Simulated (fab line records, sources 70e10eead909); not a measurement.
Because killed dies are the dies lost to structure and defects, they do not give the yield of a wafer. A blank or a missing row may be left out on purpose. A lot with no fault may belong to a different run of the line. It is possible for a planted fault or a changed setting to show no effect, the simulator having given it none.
A sampling plan put to the test    flow nand_harc    one line in one fab, 30 faults in these records, each fault weighed on the records of the lots it struck
The plan consists of the line's own looks: route steps at which the wafer is read by a gauge or an inspection but not changed. A look can be judged if struck wafers have a number there and the file gives its usual mean and standard deviation on fault-free wafers. Caught: 4 or more of those standard deviations (sigma) separate the usual mean from the mean of the struck wafers at a look after the fault's first step. On the tool: the test repeated on the tool's own readings taken at the fault's steps. A different recipe on the struck wafers counts as caught too, as does a record blank only for those wafers.

## THE FAULTS, as the simulator had put them in
1. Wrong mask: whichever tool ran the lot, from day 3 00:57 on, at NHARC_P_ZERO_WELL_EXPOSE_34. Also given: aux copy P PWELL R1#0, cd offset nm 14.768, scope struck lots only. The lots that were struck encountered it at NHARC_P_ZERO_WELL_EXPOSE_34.
2. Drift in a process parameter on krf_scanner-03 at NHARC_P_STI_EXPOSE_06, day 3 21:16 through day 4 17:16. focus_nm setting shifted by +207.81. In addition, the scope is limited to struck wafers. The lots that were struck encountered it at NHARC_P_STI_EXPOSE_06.
3. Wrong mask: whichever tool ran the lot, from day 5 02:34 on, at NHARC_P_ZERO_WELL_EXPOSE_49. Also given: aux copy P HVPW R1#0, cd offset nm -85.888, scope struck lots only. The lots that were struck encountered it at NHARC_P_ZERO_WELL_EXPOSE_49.
4. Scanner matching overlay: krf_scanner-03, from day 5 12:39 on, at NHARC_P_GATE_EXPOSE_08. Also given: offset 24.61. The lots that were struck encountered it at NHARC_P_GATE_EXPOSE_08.
5. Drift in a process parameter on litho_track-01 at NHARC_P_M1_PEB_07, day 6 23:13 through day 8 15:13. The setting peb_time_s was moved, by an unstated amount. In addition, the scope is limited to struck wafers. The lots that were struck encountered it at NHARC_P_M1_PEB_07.
6. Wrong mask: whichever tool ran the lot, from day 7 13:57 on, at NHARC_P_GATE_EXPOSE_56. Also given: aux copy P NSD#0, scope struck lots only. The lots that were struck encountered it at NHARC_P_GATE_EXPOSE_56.
7. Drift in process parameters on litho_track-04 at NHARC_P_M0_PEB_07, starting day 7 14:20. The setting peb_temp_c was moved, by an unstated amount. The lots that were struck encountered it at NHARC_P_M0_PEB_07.
8. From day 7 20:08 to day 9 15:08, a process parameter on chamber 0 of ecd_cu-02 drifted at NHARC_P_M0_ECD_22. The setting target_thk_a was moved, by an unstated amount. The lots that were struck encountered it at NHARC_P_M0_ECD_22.
9. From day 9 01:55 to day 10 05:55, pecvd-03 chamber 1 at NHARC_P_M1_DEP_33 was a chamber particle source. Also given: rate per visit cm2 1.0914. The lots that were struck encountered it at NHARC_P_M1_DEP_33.
10. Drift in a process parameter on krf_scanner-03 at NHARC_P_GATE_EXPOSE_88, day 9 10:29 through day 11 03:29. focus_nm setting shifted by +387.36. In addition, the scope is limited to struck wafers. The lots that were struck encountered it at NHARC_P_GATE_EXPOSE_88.
11. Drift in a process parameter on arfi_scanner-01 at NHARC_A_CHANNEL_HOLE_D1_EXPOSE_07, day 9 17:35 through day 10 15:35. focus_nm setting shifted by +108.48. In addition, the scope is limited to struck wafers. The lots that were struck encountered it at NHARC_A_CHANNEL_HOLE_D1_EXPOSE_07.
12. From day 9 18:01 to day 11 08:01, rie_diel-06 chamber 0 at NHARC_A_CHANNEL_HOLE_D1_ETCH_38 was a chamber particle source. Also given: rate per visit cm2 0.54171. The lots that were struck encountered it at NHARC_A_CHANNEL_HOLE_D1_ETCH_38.
13. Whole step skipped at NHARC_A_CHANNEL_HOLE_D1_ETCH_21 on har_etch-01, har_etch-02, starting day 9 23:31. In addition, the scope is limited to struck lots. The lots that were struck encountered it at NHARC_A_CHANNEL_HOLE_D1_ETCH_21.
14. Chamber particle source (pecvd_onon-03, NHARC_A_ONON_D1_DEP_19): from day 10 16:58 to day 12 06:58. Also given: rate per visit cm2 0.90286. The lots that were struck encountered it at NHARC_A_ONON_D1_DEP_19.
15. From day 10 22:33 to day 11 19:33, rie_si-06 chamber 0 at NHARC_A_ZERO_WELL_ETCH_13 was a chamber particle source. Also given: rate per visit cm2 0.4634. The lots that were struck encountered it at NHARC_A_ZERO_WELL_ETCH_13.
16. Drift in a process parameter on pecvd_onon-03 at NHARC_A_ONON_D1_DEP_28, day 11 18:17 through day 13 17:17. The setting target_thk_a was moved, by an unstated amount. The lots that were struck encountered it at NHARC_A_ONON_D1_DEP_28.
17. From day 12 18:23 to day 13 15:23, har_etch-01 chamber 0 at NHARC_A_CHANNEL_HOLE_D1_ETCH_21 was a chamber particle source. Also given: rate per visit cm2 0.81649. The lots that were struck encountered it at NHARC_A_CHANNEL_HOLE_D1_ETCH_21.
18. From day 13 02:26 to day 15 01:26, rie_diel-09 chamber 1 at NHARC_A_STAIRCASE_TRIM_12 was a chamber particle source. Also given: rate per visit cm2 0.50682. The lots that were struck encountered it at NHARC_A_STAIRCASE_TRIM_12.
19. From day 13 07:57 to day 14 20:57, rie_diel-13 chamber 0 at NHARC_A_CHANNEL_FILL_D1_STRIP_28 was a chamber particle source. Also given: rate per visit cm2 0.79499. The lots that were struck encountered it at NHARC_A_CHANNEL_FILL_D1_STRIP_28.
20. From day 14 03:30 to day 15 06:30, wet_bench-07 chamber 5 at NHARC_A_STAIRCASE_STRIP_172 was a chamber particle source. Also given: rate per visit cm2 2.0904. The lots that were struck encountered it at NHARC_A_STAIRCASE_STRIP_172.
21. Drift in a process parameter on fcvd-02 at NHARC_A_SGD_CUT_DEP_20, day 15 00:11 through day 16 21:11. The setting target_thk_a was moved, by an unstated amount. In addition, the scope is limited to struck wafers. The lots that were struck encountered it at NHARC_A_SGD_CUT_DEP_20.
22. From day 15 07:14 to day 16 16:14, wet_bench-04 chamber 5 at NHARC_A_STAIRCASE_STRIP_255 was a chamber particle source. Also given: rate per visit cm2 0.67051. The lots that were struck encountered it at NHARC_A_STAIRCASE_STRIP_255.
23. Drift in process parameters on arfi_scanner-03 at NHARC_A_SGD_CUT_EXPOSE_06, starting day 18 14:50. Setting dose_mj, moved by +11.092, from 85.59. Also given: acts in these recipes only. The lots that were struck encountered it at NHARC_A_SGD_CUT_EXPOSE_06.
24. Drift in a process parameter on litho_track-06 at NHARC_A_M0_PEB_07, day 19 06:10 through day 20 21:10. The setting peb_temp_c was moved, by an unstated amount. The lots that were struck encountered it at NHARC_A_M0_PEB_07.
25. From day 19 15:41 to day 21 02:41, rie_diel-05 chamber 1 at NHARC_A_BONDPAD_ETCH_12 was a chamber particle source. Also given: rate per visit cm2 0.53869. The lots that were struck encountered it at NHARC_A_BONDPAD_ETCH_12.
26. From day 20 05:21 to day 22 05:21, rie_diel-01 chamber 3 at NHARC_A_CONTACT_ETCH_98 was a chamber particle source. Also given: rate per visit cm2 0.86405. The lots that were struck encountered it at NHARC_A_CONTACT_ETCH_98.
27. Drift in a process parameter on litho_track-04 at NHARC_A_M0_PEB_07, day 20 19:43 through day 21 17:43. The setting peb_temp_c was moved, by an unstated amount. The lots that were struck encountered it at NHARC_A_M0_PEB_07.
28. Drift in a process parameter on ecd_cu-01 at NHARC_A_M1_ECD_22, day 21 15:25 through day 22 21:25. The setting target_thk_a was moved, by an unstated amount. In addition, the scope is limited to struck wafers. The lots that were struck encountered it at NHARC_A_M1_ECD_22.
29. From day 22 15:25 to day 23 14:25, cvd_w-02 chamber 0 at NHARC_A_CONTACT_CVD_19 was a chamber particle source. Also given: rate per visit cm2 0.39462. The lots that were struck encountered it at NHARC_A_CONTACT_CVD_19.
30. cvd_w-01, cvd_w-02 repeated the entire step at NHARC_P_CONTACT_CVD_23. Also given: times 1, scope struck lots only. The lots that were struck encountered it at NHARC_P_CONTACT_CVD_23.

## WHAT THE PLAN SAW
fault  on the tool itself                                first look that catches it                       reading, sigma                                    median hours from its first step to that look  hours from the fault's start to the first struck lot there  judged looks passed uncaught
1      no reading that can be judged                     NHARC_P_ZERO_WELL_CD_MEAS_37                     cd_nm +7.7                                        0.2                                            3                                                           0
2      under 2 sigma                                     none of the 2 looks that can be judged after it  strongest: cd_nm at NHARC_P_STI_CD_MEAS_09, -3.7  -                                              -                                                           2
3      no reading that can be judged                     NHARC_P_ZERO_WELL_CD_MEAS_52                     cd_nm -39                                         0.2                                            3                                                           0
4      no reading that can be judged                     not the one look that can be judged after it     -                                                 -                                              -                                                           1
5      heater_power_total_W +99 or beyond sigma          NHARC_P_M1_CD_MEAS_09                            cd_nm -24                                         0.1                                            0                                                           0
6      under 2 sigma                                     no look after it can be judged                   -                                                 -                                              -                                                           0
7      plate_temp_C +26 sigma                            NHARC_P_M0_CD_MEAS_09                            cd_nm +16                                         0.1                                            0                                                           0
8      no reading that can be judged                     none of the 2 looks that can be judged after it  -                                                 -                                              -                                                           2
9      under 2 sigma                                     NHARC_P_M2_INSPECT_11                            raw_defect_count +99 or beyond                    2.0                                            10                                                          1
10     no reading that can be judged                     NHARC_P_GATE_CD_MEAS_91                          cd_nm +12                                         0.2                                            4                                                           0
11     under 2 sigma                                     NHARC_A_CHANNEL_HOLE_D1_CD_MEAS_10               cd_nm +13                                         0.1                                            4                                                           0
12     only faintly: rf_vpp_V -3.0 sigma                 NHARC_A_CHANNEL_HOLE_D1_INSPECT_40               raw_defect_count +21                              7.3                                            11                                                          0
13     the tool's record is blank for the struck wafers  NHARC_A_CHANNEL_HOLE_D1_CD_MEAS_30               cd_nm -59                                         5.0                                            6                                                           0
14     no reading that can be judged                     NHARC_END_SORT_01                                killed_at_array +5.7                              273.9                                          281                                                         0
15     under 2 sigma                                     NHARC_A_ZERO_WELL_INSPECT_17                     raw_defect_count +62                              1.1                                            3                                                           0
16     under 2 sigma                                     NHARC_A_ONON_D1_THK_MEAS_30                      thk_nm +52                                        0.5                                            10                                                          0
17     under 2 sigma                                     NHARC_A_CHANNEL_HOLE_D1_INSPECT_40               raw_defect_count +35                              5.4                                            9                                                           0
18     only faintly: throttle_valve_pct +2.0 sigma       NHARC_END_SORT_01                                killed_at_array +7.7                              208.5                                          235                                                         0
19     under 2 sigma                                     NHARC_END_SORT_01                                killed_at_array +8.6                              245.5                                          259                                                         0
20     no reading that can be judged                     NHARC_END_SORT_01                                killed_at_array +11                               224.3                                          214                                                         0
21     under 2 sigma                                     NHARC_A_SGD_CUT_THK_MEAS_22                      thk_nm -7.7                                       6.2                                            30                                                          0
22     under 2 sigma                                     NHARC_END_SORT_01                                killed_at_array +4.7                              208.8                                          215                                                         0
23     exposure_dose_mJ_cm2 +12 sigma                    NHARC_A_SGD_CUT_CD_MEAS_09                       cd_nm +17                                         0.1                                            1                                                           0
24     plate_temp_C +27 sigma                            NHARC_A_M0_CD_MEAS_09                            cd_nm +17                                         0.1                                            15                                                          0
25     under 2 sigma                                     NHARC_END_SORT_01                                sort_bin_2_pct +5.6                               33.7                                           49                                                          0
26     under 2 sigma                                     NHARC_END_SORT_01                                killed_at_array +7.0                              59.8                                           67                                                          3
27     plate_temp_C +75 sigma                            NHARC_A_M0_CD_MEAS_09                            cd_nm +41                                         0.1                                            2                                                           0
28     no reading that can be judged                     no look after it can be judged                   -                                                 -                                              -                                                           0
29     only faintly: heater_power_w +2.2 sigma           NHARC_END_SORT_01                                killed_at_array +5.0                              52.5                                           55                                                          1
30     under 2 sigma                                     not the one look that can be judged after it     -                                                 -                                              -                                                           1
A dash: this means the fault isn't caught or the number doesn't appear in these records.

Caught at a look: 24 of 30. Caught on the tool: 6 of 30. By one or the other: 24 of 30.
Caught at a look alone: faults 1, 3, 9, 10, 11, 12, 14, 15, 16, 17, 18, 19, 20, 21, 22, 25, 26, 29.
Caught by neither: faults 2, 4, 6, 8, 28, 30.

## THINNER SAMPLING
Were the look that catches a fault to measure just every second or every third lot (counted by lot number), the first struck lot would, at worst, be measured this late:
fault  struck lots at that look, in order of time  every lot  every second lot  every third lot
1      L794                                        3 h        may miss it       may miss it
3      L570                                        3 h        may miss it       may miss it
5      L952                                        0 h        may miss it       may miss it
7      L885, L889                                  0 h        may miss all 2    may miss all 2
9      L849, L850                                  10 h       15 h              may miss all 2
10     L193, L197                                  4 h        may miss all 2    may miss all 2
11     L116, L117, L118                            4 h        15 h              16 h
12     L147                                        11 h       may miss it       may miss it
13     L817, L818, L819                            6 h        16 h              17 h
14     L205, L207                                  281 h      may miss all 2    may miss all 2
15     L952, L953                                  3 h        13 h              may miss all 2
16     L456, L458                                  10 h       may miss all 2    may miss all 2
17     L647, L648, L649                            9 h        22 h              26 h
18     L496                                        235 h      may miss it       may miss it
19     L952                                        259 h      may miss it       may miss it
20     L291, L294                                  214 h      255 h             may miss all 2
21     L941, L942                                  30 h       40 h              may miss all 2
22     L111                                        215 h      may miss it       may miss it
23     L240, L242                                  1 h        may miss all 2    may miss all 2
24     L426, L427                                  15 h       24 h              may miss all 2
25     L887                                        49 h       may miss it       may miss it
26     L909                                        67 h       may miss it       may miss it
27     L878, L877                                  2 h        3 h               may miss all 2
29     L950, L949                                  55 h       56 h              may miss all 2
Hours count from the start of the fault until the first struck lot that is measured. 4 sigma limit: tested on the pooled struck wafers, so a lone lot may be under it. Other struck lots may not be in these records.

## THE LONGEST TIMED WAY FROM STEP TO LOOK
In fault 14, a median of 273.9 hours elapses between NHARC_A_ONON_D1_DEP_19 and NHARC_END_SORT_01. No look between them can be judged.
